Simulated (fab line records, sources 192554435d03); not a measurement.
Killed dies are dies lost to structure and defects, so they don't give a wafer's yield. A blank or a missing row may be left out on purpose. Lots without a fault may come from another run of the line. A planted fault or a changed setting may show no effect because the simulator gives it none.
Chamber matching | flow n5_finfet | N5_HKMG_FIN_ALD_21 on ald_metal-02: 4 sister chambers
The step deposits TiN, target thk 1.5 nm, pulse time 1 s, purge time 3 s. 7 wafers are shown with their chamber, then 7 later ones without.

WAFERS WITH THEIR CHAMBER
wafer  | chamber | heater_power_w (W) | precursor_pulse_height_rel
L078.4 | 0       | 865                | 1.041
L084.2 | 3       | 955                | 1.008
L085.1 | 3       | 963                | 1.031
L085.2 | 2       | 867                | 0.990
L085.4 | 1       | 809                | 1.015
L088.1 | 1       | 807                | 1.041
L088.2 | 2       | 860                | 1.007

WAFERS WITHOUT THEIR CHAMBER
wafer  | heater_power_w (W) | precursor_pulse_height_rel
L088.3 | 944                | 0.995
L094.1 | 972                | 0.971
L094.2 | 850                | 0.972
L094.3 | 793                | 0.988
L096.1 | 976                | 1.002
L096.3 | 853                | 0.977
L096.5 | 861                | 0.996

WHICH CHAMBER EACH WENT THROUGH
wafer  | from the rows above | in truth
L088.3 | 3                   | 3
L094.1 | 3                   | 3
L094.2 | 2                   | 2
L094.3 | 1                   | 1
L096.1 | 3                   | 3
L096.3 | 2                   | 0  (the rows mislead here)
L096.5 | 2                   | 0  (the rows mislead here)
Placed correctly: 5 of 7. Can't be placed from these rows: 0. Placed wrongly: 2.
How it was worked out, from the rows above alone: a wafer's distance from a chamber is the root of the sum, over the readings, of the square of ((its reading less the chamber's mean) divided by the reading's scatter). The wafer belongs to the nearest chamber; if the next one is less than 2 further off, it can't be placed. A chamber's mean is the mean of its shown wafers. The scatter: the root of (the sum of the squares of (reading less its chamber's mean) over the shown wafers, divided by (wafers less chambers)).
